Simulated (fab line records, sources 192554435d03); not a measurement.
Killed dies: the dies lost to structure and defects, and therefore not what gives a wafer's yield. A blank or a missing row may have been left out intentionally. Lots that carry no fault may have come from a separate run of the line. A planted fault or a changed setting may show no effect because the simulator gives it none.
Comparing a struck lot with a sound one    flow n5Finfet    16 out of 1938 route steps
Sound: the wafers L634.3, L634.4, L634.5. Struck: wafer L648.2. (L648.5, L648.6 of the same lot were not struck and are left out.) The cause comes at the end.
Order at every step that has rows: each side's tool, ch and its chambers, its first start. Under that, the readings that differ: sound wafers    struck wafers    difference of the means    sigmas: that difference in standard deviations of wafers without a fault.
alike: readings whose means differ by less than 2 such deviations, and words and numbers that are the same on both sides. not compared: withheld readings, readings that some wafer has no value for, bounds like >300 that may hide the same value, and numbers for which the record gives no deviation and whose values overlap.
Wherever a step has rows on one side only, a row that says differs or no value, or a row with sigmas, the two part there. When numbers do not overlap yet have no deviation, they are printed without sigmas and do not part them. Lack of a reading on every wafer of one side parts them only where that side has two or more wafers.

N5_BEOL_M2_ANNEAL_95: time 240 s.
  sound on pvdSputter-03 at day 9 13:41; struck on pvdSputter-03 at day 13 02:22
  alike: heaterPowerW
N5_BEOL_M2_SPUTTER_96: material Cu, target thk 4.5 nm, time 8.29 s.
  sound on pvdSputter-03 at day 9 13:50; struck on pvdSputter-03 at day 13 02:31
reading               sound           struck  difference  sigmas
throttleValvePct (%)  30.2 30.8 30.1  28.3    -2.1        -2
then, 2 steps without rows for these wafers: N5_BEOL_M2_ECD_50 (material Cu, target thk 300 nm); N5_BEOL_M2_ANNEAL_51 (time 90 s).
N5_BEOL_M2_CMP_52: polishes, stops on SiOC, t overpolish 6.8 s, target thk 40 nm.
  sound on cmp-02 ch 0,2,3, day 9 14:22; struck on cmp-01 ch 0, day 13 03:07
  alike: barrierFieldEndpointS, clearingPlatenDownForcePsi, motorCurrentA, overpolishRunS, timeToEndpointS
N5_BEOL_M2_THK_MEAS_53: measures by xrf.
  sound on filmMetro-01 at day 9 14:37; struck on filmMetro-02 at day 13 03:18
  alike: M2_THK
N5_BEOL_M2_PRE_CLEAN_60: time 15 s.
  sound on cvdCo-01 ch 0,1,2, day 9 14:40; struck on cvdCo-01 ch 0, day 13 03:20
  alike: heaterPowerW
N5_BEOL_M2_CO_CAP_55: material Co, precursor CCTBA/H2, target thk 2 nm, time 102.1 s.
  sound on cvdCo-01 ch 0,1,2, day 9 14:42; struck on cvdCo-01 ch 0, day 13 03:23
  alike: heaterPowerW
then, 2 steps without rows for these wafers: N5_BEOL_M2_PRE_CLEAN_56 (time 15 s); N5_BEOL_M2_DEP_57 (deposits SiCN from 3MS/NH3, target thk 8 nm, time 14 s).
N5_BEOL_M2_RS_MEAS_58: a four-point-probe measurement.
  sound on filmMetro-02 at day 9 14:53; struck on filmMetro-02 at day 13 03:34
  alike: M2_RS
N5_BEOL_M2_INSPECT_59: inspects for defects (darkfield).
  sound on defectInspect-02 at day 9 14:55; struck on defectInspect-02 at day 13 03:35
  alike: rawDefectCount
N5_BEOL_M3_ILD_DEP_00: deposits SiOC from DEMS/O2, target thk 79 nm, time 15.3 s.
  sound on pecvd-02 ch 1,2, day 9 14:56; struck on pecvd-03 ch 0, day 13 03:37
reading                       sound                 struck  difference  sigmas
showerheadPlenumPTorr (Torr)  5.695 5.700 5.713     5.674   -0.029      -2
susceptorTempC (C)            350.25 349.78 350.03  356.18  +6.16       +27
  alike: heaterPowerW, throttleValvePct
N5_BEOL_M3_THK_MEAS_01:
  sound on filmMetro-01 at day 9 15:01; struck on filmMetro-01 at day 13 03:41
reading          sound           struck  difference  sigmas
M3_ILD_THK (nm)  80.3 80.7 80.7  77.9    -2.7        -3
-- a jump in the record: the struck wafers' starts before and after are 2 days apart (it breaks off in module BEOL_M3 and resumes in module BEOL_M4, where the first step shown is number 1111 of the route) --
N5_BEOL_M4_RC_MEAS_101:
  sound on prober-01 ch 0, day 11 06:15; struck on prober-01 ch 0, day 15 06:55
  alike: DIBL_N, DIBL_P, IOFF_N, IOFF_P, ION_N, ION_P, SS_N, SS_P, VT_N, VT_P
-- here the record skips 5 days between the struck wafers' starts before and after, leaving off in module BEOL_M4 and picking up in module PASSIVATION (first step shown: number 1936 of the route) --
N5_PASSIVATION_PROBE_49:
  sound on prober-01 at day 15 13:27; struck on prober-01 at day 20 03:07
  alike: defectLimitedYield, killed_at_M0_to_M3, killed_at_M4_up, killedAtContacts, killedAtFrontEnd, killedAtOther, killedDies, killedOpen, killedShort, sort_bin_5_function, sort_bin_6_memory, sortNPass, sortYieldPct

== WHERE THEY PART ==
At N5_BEOL_M2_SPUTTER_96 first; at N5_BEOL_M3_THK_MEAS_01 last (within this record only). Later steps at which nothing parts them and some readings are alike: N5_BEOL_M4_RC_MEAS_101, N5_PASSIVATION_PROBE_49.

WHY: what had been put in by the simulator
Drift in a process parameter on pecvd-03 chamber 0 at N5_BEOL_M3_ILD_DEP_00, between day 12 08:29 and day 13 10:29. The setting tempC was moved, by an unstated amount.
